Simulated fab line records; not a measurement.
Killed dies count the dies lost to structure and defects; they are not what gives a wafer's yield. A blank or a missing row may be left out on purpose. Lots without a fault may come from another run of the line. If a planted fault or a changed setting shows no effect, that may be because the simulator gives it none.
Which of the tools did it? | flow nand harc | 24 lots with 72 wafers sampled at 6 steps, on a route of 1159 steps

== WHAT THE GAUGES SHOWED, per wafer ==
Not one reading of a measure or inspect step in the record can be checked against a usual standard deviation.

== EACH LOT AND THE TOOL THAT RAN IT (in order: tool; ch and the chambers of the sampled wafers; start) ==
lot  | NHARC_A_STAIRCASE_ETCH_201                    | NHARC_A_STAIRCASE_ETCH_223                    | NHARC_A_STAIRCASE_DESCUM_252       | NHARC_A_STAIRCASE_DEP_471       | NHARC_A_STAIRCASE_CMP_472     | NHARC_A_SGD_CUT_DEP_00
L075 | rie diel-07 ch 1,2,3, day 11 03:37 or earlier | rie diel-06 ch 0,2,3, day 11 03:37 or earlier | rie diel-07 ch 0,1,3, day 11 03:37 | pecvd-04 ch 0,1,2, day 13 09:37 | cmp-03 ch 0,2,3, day 13 09:55 | pecvd-04 ch 0,2, day 13 10:19
L074 | rie diel-02 ch 0,2, day 11 06:07 or earlier   | rie diel-02 ch 1,3, day 11 06:07 or earlier   | rie diel-07 ch 0,1,3, day 11 06:07 | pecvd-04 ch 0,1, day 13 15:26   | cmp-02 ch 2,3, day 13 15:44   | pecvd-04 ch 1,2, day 13 16:11
L078 | rie diel-06 ch 0,1,3, day 11 23:29 or earlier | rie diel-02 ch 0,2,3, day 11 23:29 or earlier | rie diel-06 ch 0,1,3, day 11 23:29 | pecvd-03 ch 0,1, day 14 08:16   | cmp-03 ch 0,2,3, day 14 08:38 | pecvd-02 ch 0,1, day 14 09:01
L076 | rie diel-06 ch 0,1,2, day 12 00:45 or earlier | rie diel-07 ch 0,1,2, day 12 00:45 or earlier | rie diel-02 ch 0,2,3, day 12 00:45 | pecvd-04 ch 0,1, day 14 08:14   | cmp-01 ch 1,3, day 14 08:31   | pecvd-03 ch 0,1, day 14 08:55
L077 | rie diel-06 ch 1,2, day 12 02:47 or earlier   | rie diel-02 ch 1,2,3, day 12 02:47 or earlier | rie diel-07 ch 0,2, day 12 02:47   | pecvd-04 ch 0,1,2, day 14 07:59 | cmp-03 ch 2,3, day 14 08:15   | pecvd-04 ch 1,2, day 14 08:40
L079 | rie diel-06 ch 1,2,3, day 12 12:25 or earlier | rie diel-07 ch 0,3, day 12 12:25 or earlier   | rie diel-02 ch 0,2,3, day 12 12:25 | pecvd-03 ch 0,1,2, day 15 03:48 | cmp-03 ch 0,2,3, day 15 04:02 | pecvd-03 ch 0,2, day 15 04:29
L080 | rie diel-07 ch 0,3, day 12 15:39 or earlier   | rie diel-06 ch 0,3, day 12 15:39 or earlier   | rie diel-02 ch 0,2,3, day 12 15:39 | pecvd-01 ch 0,2, day 15 03:37   | cmp-01 ch 0,3, day 15 03:51   | pecvd-04 ch 0,1,2, day 15 04:18
L081 | rie diel-06 ch 0,1,3, day 13 01:52 or earlier | rie diel-02 ch 0,1,2, day 13 01:52 or earlier | rie diel-07 ch 0,3, day 13 01:52   | pecvd-01 ch 0,1,2, day 15 14:52 | cmp-02 ch 1,2,3, day 15 15:08 | pecvd-02 ch 1,2, day 15 15:46
L082 | rie diel-02 ch 1,2, day 13 10:31 or earlier   | rie diel-02 ch 1,2, day 13 10:31 or earlier   | rie diel-02 ch 1,2,3, day 13 10:31 | pecvd-03 ch 0,1, day 16 01:28   | cmp-02 ch 0,1,2, day 16 01:46 | pecvd-02 ch 0,1,2, day 16 02:08
L083 | rie diel-06 ch 1,2,3, day 13 17:59 or earlier | rie diel-07 ch 0,1,2, day 13 17:59 or earlier | rie diel-06 ch 1,2,3, day 13 17:59 | pecvd-03 ch 0,1,2, day 16 03:41 | cmp-02 ch 0,1,2, day 16 03:57 | pecvd-03 ch 0,1,2, day 16 04:22
L085 | rie diel-07 ch 2,3, day 13 19:01 or earlier   | rie diel-07 ch 0,1, day 13 19:01 or earlier   | rie diel-02 ch 0,3, day 13 19:01   | pecvd-04 ch 0,1, day 16 04:22   | cmp-01 ch 0,3, day 16 04:37   | pecvd-04 ch 0,1,2, day 16 05:01
L084 | rie diel-06 ch 0,1, day 13 19:52 or earlier   | rie diel-06 ch 1,2, day 13 19:52 or earlier   | rie diel-02 ch 0,2, day 13 19:52   | pecvd-04 ch 0,1,2, day 16 03:56 | cmp-03 ch 0,1, day 16 04:14   | pecvd-04 ch 1,2, day 16 04:40
L086 | rie diel-06 ch 0,1,3, day 14 21:28 or earlier | rie diel-07 ch 0,2,3, day 14 21:28 or earlier | rie diel-06 ch 0,3, day 14 21:28   | pecvd-03 ch 0,1,2, day 17 04:26 | cmp-03 ch 0,2,3, day 17 04:44 | pecvd-02 ch 0,1,2, day 17 05:10
L087 | rie diel-07 ch 2,3, day 14 21:34 or earlier   | rie diel-06 ch 0,1, day 14 21:34 or earlier   | rie diel-06 ch 0,1, day 14 21:34   | pecvd-04 ch 0,1,2, day 17 05:25 | cmp-02 ch 2,3, day 17 05:38   | pecvd-03 ch 0,2, day 17 06:06
L088 | rie diel-06 ch 1,2,3, day 15 00:50 or earlier | rie diel-06 ch 1,3, day 15 00:50 or earlier   | rie diel-02 ch 1,2,3, day 15 00:50 | pecvd-01 ch 0,1,2, day 17 04:19 | cmp-01 ch 0,1, day 17 04:35   | pecvd-03 ch 0,2, day 17 05:03
L089 | rie diel-06 ch 0,1,2, day 15 04:56 or earlier | rie diel-06 ch 0,3, day 15 04:56 or earlier   | rie diel-02 ch 1,2, day 15 04:56   | pecvd-03 ch 0,2, day 17 13:53   | cmp-02 ch 1,2,3, day 17 14:11 | pecvd-04 ch 0,1, day 17 14:33
L090 | rie diel-06 ch 0,2, day 15 11:52 or earlier   | rie diel-02 ch 1,2,3, day 15 11:52 or earlier | rie diel-07 ch 0,1,3, day 15 11:52 | pecvd-03 ch 0,2, day 18 00:25   | cmp-02 ch 0,1,2, day 18 00:41 | pecvd-04 ch 0,1,2, day 18 01:14
L091 | rie diel-02 ch 2,3, day 15 18:37 or earlier   | rie diel-06 ch 0,1,2, day 15 18:37 or earlier | rie diel-02 ch 1,2, day 15 18:37   | pecvd-04 ch 0,1, day 18 07:25   | cmp-01 ch 0,2,3, day 18 07:41 | pecvd-02 ch 0,2, day 18 08:07
L092 | rie diel-02 ch 1,2, day 16 00:25 or earlier   | rie diel-02 ch 2,3, day 16 00:25 or earlier   | rie diel-06 ch 1,2, day 16 00:25   | pecvd-01 ch 0,2, day 18 05:31   | cmp-02 ch 0,3, day 18 05:45   | pecvd-04 ch 0,1, day 18 06:11
L093 | rie diel-06 ch 0,1,3, day 16 10:40 or earlier | rie diel-07 ch 0,1,3, day 16 10:40 or earlier | rie diel-06 ch 0,2,3, day 16 10:40 | pecvd-04 ch 0,1,2, day 18 18:43 | cmp-03 ch 1,3, day 18 19:01   | pecvd-04 ch 1,2, day 18 19:28
L094 | rie diel-06 ch 1,2, day 16 12:17 or earlier   | rie diel-06 ch 0,1,3, day 16 12:17 or earlier | rie diel-07 ch 0,3, day 16 12:17   | pecvd-04 ch 0,1,2, day 19 01:31 | cmp-02 ch 1,2,3, day 19 01:50 | pecvd-04 ch 0,1,2, day 19 02:17
L096 | rie diel-06 ch 2,3, day 16 18:28 or earlier   | rie diel-06 ch 0,2,3, day 16 18:28 or earlier | rie diel-07 ch 0,1,3, day 16 18:28 | pecvd-03 ch 1,2, day 19 06:06   | cmp-02 ch 0,1,2, day 19 06:25 | pecvd-03 ch 0,2, day 19 06:53
L095 | rie diel-02 ch 0,1,2, day 16 23:26 or earlier | rie diel-06 ch 1,2,3, day 16 23:26 or earlier | rie diel-07 ch 0,2,3, day 16 23:26 | pecvd-01 ch 0,1,2, day 19 05:50 | cmp-02 ch 0,1,3, day 19 06:07 | pecvd-04 ch 0,1,2, day 19 06:31
L097 | rie diel-02 ch 1,2, day 17 17:22 or earlier   | rie diel-06 ch 1,2, day 17 17:22 or earlier   | rie diel-02 ch 0,3, day 17 17:22   | pecvd-04 ch 0,1, day 20 04:50   | cmp-02 ch 0,1, day 20 05:08   | pecvd-02 ch 0,2, day 20 05:32
- NHARC_A_STAIRCASE_ETCH_201: etches the open film in C4F8/O2, target depth 100 nm, time 40.5 s.
- NHARC_A_STAIRCASE_ETCH_223: etches the open film in C4F8/O2, target depth 100 nm, time 40.5 s.
- NHARC_A_STAIRCASE_DESCUM_252: chemistry O2, time 3 s.
- NHARC_A_STAIRCASE_DEP_471: deposits SiO2, target thk 100 nm.
- NHARC_A_STAIRCASE_CMP_472: polishes SiO2.
- NHARC_A_SGD_CUT_DEP_00: deposits SiNx, target thk 50 nm.

== AS READ BY THE TOOLS THEMSELVES (means over the sampled wafers that have a number; for cases with no such wafer, the mark the record gives instead) ==
NHARC_A_STAIRCASE_ETCH_201.
lot  | tool        | oes product au (a.u.) | rf vpp V (V)
L075 | rie diel-07 | 0.946                 | 900
L074 | rie diel-02 | 0.929                 | 895
L078 | rie diel-06 | 0.934                 | 894
L076 | rie diel-06 | 0.949                 | 895
L077 | rie diel-06 | 0.934                 | 897
L079 | rie diel-06 | 0.940                 | 897
L080 | rie diel-07 | 0.930                 | 902
L081 | rie diel-06 | 0.953                 | 894
L082 | rie diel-02 | 0.934                 | 899
L083 | rie diel-06 | 0.951                 | 897
L085 | rie diel-07 | 0.948                 | 903
L084 | rie diel-06 | 0.965                 | 891
L086 | rie diel-06 | 0.951                 | 895
L087 | rie diel-07 | 0.945                 | 903
L088 | rie diel-06 | 0.939                 | 896
L089 | rie diel-06 | 0.952                 | 893
L090 | rie diel-06 | 0.931                 | 895
L091 | rie diel-02 | 0.932                 | 902
L092 | rie diel-02 | 0.950                 | 899
L093 | rie diel-06 | 0.946                 | 895
L094 | rie diel-06 | 0.941                 | 897
L096 | rie diel-06 | 0.941                 | 898
L095 | rie diel-02 | 0.927                 | 902
L097 | rie diel-02 | 0.940                 | 898

NHARC_A_STAIRCASE_ETCH_223.
lot  | tool        | oes product au (a.u.) | rf vpp V (V)
L075 | rie diel-06 | 0.950                 | 895
L074 | rie diel-02 | 0.934                 | 897
L078 | rie diel-02 | 0.924                 | 890
L076 | rie diel-07 | 0.952                 | 900
L077 | rie diel-02 | 0.931                 | 895
L079 | rie diel-07 | 0.944                 | 902
L080 | rie diel-06 | 0.930                 | 893
L081 | rie diel-02 | 0.919                 | 895
L082 | rie diel-02 | 0.932                 | 899
L083 | rie diel-07 | 0.952                 | 900
L085 | rie diel-07 | 0.951                 | 897
L084 | rie diel-06 | 0.944                 | 896
L086 | rie diel-07 | 0.933                 | 902
L087 | rie diel-06 | 0.944                 | 891
L088 | rie diel-06 | 0.952                 | 897
L089 | rie diel-06 | 0.947                 | 893
L090 | rie diel-02 | 0.934                 | 901
L091 | rie diel-06 | 0.951                 | 894
L092 | rie diel-02 | 0.925                 | 901
L093 | rie diel-07 | 0.929                 | 898
L094 | rie diel-06 | 0.955                 | 894
L096 | rie diel-06 | 0.951                 | 894
L095 | rie diel-06 | 0.943                 | 898
L097 | rie diel-06 | 0.931                 | 897

NHARC_A_STAIRCASE_DESCUM_252.
lot  | tool        | drypump motor current A (A) | oes product au (a.u.) | rf vpp V (V) | showerhead plenum p Torr (Torr) | throttle valve pct (%)
L075 | rie diel-07 | 5.7                         | 1.008                 | 58.0         | 1.97                            | 11.311
L074 | rie diel-07 | 5.7                         | 1.002                 | 57.5         | 1.97                            | 11.308
L078 | rie diel-06 | 6.1                         | 1.006                 | 58.4         | 1.89                            | 11.312
L076 | rie diel-02 | 5.9                         | 0.994                 | 58.3         | 1.83                            | 11.306
L077 | rie diel-07 | 6.2                         | 1.010                 | 58.2         | 2.02                            | 11.308
L079 | rie diel-02 | 5.9                         | 0.990                 | 56.9         | 1.83                            | 11.315
L080 | rie diel-02 | 5.9                         | 0.990                 | 57.2         | 1.83                            | 11.313
L081 | rie diel-07 | 6.0                         | 1.005                 | 57.1         | 2.00                            | 11.316
L082 | rie diel-02 | 6.3                         | 0.989                 | 57.4         | 1.91                            | 11.312
L083 | rie diel-06 | 6.1                         | 0.999                 | 56.7         | 1.93                            | 11.303
L085 | rie diel-02 | 5.8                         | 0.994                 | 57.3         | 1.76                            | 11.308
L084 | rie diel-02 | 6.1                         | 0.987                 | 57.1         | 1.89                            | 11.316
L086 | rie diel-06 | 5.9                         | 1.006                 | 58.3         | 1.90                            | 11.305
L087 | rie diel-06 | 6.3                         | 1.006                 | 57.2         | 1.87                            | 11.313
L088 | rie diel-02 | 6.3                         | 0.998                 | 58.5         | 2.01                            | 11.314
L089 | rie diel-02 | 6.6                         | 1.005                 | 58.0         | 1.98                            | 11.303
L090 | rie diel-07 | 5.7                         | 1.010                 | 58.1         | 1.96                            | 11.304
L091 | rie diel-02 | 6.4                         | 1.006                 | 57.7         | 1.96                            | 11.312
L092 | rie diel-06 | 6.3                         | 1.005                 | 58.2         | 1.91                            | 11.304
L093 | rie diel-06 | 6.2                         | 0.993                 | 57.5         | 1.90                            | 11.315
L094 | rie diel-07 | 6.0                         | 0.998                 | 58.5         | 1.99                            | 11.312
L096 | rie diel-07 | 5.7                         | 0.997                 | 57.8         | 1.95                            | 11.313
L095 | rie diel-07 | 5.9                         | 0.999                 | 57.6         | 2.01                            | 11.313
L097 | rie diel-02 | 5.8                         | 0.992                 | 59.1         | 2.07                            | 11.316

NHARC_A_STAIRCASE_DEP_471.
lot  | tool     | heater power w (W) | throttle valve pct (%)
L075 | pecvd-04 | 507                | 16.1
L074 | pecvd-04 | 552                | 16.0
L078 | pecvd-03 | 515                | 16.3
L076 | pecvd-04 | 586                | 16.1
L077 | pecvd-04 | 505                | 16.2
L079 | pecvd-03 | 563                | 16.2
L080 | pecvd-01 | 539                | 16.7
L081 | pecvd-01 | 535                | 16.1
L082 | pecvd-03 | 579                | 16.2
L083 | pecvd-03 | 588                | 16.2
L085 | pecvd-04 | 599                | 16.1
L084 | pecvd-04 | 536                | 16.5
L086 | pecvd-03 | 603                | 16.3
L087 | pecvd-04 | 537                | 16.3
L088 | pecvd-01 | 549                | 16.1
L089 | pecvd-03 | 524                | 15.9
L090 | pecvd-03 | 585                | 16.3
L091 | pecvd-04 | 547                | 16.3
L092 | pecvd-01 | 523                | 16.1
L093 | pecvd-04 | 561                | 16.4
L094 | pecvd-04 | 566                | 16.3
L096 | pecvd-03 | 573                | 16.3
L095 | pecvd-01 | 482                | 16.2
L097 | pecvd-04 | 533                | 16.3

NHARC_A_STAIRCASE_CMP_472.
lot  | tool   | motor current A (A)
L075 | cmp-03 | 13.0
L074 | cmp-02 | 13.2
L078 | cmp-03 | 13.1
L076 | cmp-01 | 10.7
L077 | cmp-03 | 12.3
L079 | cmp-03 | 13.2
L080 | cmp-01 | 11.3
L081 | cmp-02 | 12.5
L082 | cmp-02 | 12.2
L083 | cmp-02 | 12.2
L085 | cmp-01 | 11.6
L084 | cmp-03 | 14.4
L086 | cmp-03 | 13.4
L087 | cmp-02 | 12.7
L088 | cmp-01 | 12.0
L089 | cmp-02 | 12.7
L090 | cmp-02 | 12.1
L091 | cmp-01 | 11.4
L092 | cmp-02 | 11.4
L093 | cmp-03 | 12.0
L094 | cmp-02 | 12.3
L096 | cmp-02 | 12.4
L095 | cmp-02 | 11.7
L097 | cmp-02 | 11.7

NHARC_A_SGD_CUT_DEP_00.
lot  | tool     | heater power w (W)
L075 | pecvd-04 | 687
L074 | pecvd-04 | 653
L078 | pecvd-02 | 689
L076 | pecvd-03 | 724
L077 | pecvd-04 | 664
L079 | pecvd-03 | 764
L080 | pecvd-04 | 642
L081 | pecvd-02 | 759
L082 | pecvd-02 | 749
L083 | pecvd-03 | 766
L085 | pecvd-04 | 716
L084 | pecvd-04 | 676
L086 | pecvd-02 | 778
L087 | pecvd-03 | 743
L088 | pecvd-03 | 755
L089 | pecvd-04 | 768
L090 | pecvd-04 | 724
L091 | pecvd-02 | 779
L092 | pecvd-04 | 697
L093 | pecvd-04 | 700
L094 | pecvd-04 | 699
L096 | pecvd-03 | 718
L095 | pecvd-04 | 752
L097 | pecvd-02 | 746

== THE ANSWER, worked out from the rows above alone ==
Rule: the usual values come from the lots themselves. The widest of any qualifying gaps counts: lots, ordered by their means at a reading, are off when they make up no more than a third of the lots, leave a main group of 4 or more, and stand apart from it by 3 or more times the standard deviation of that group's means. The tables above print the reading to a certain number of digits; a main group whose means all agree to those digits is not used. Also off: a lot with no number at a reading for which 4 or more lots have one. Where the step has rows for the other lots, those lots are counted as sound. First the gauges in route order, then the tools' own readings, where a lot's mean is used as printed above. At the first step where some lot is off, the reading lying furthest off is the one used; lots without a number count as furthest.
No lot is off on any of the readings shown, so nothing can be concluded from this.

== WHAT THE SIMULATOR HAD PUT IN ==
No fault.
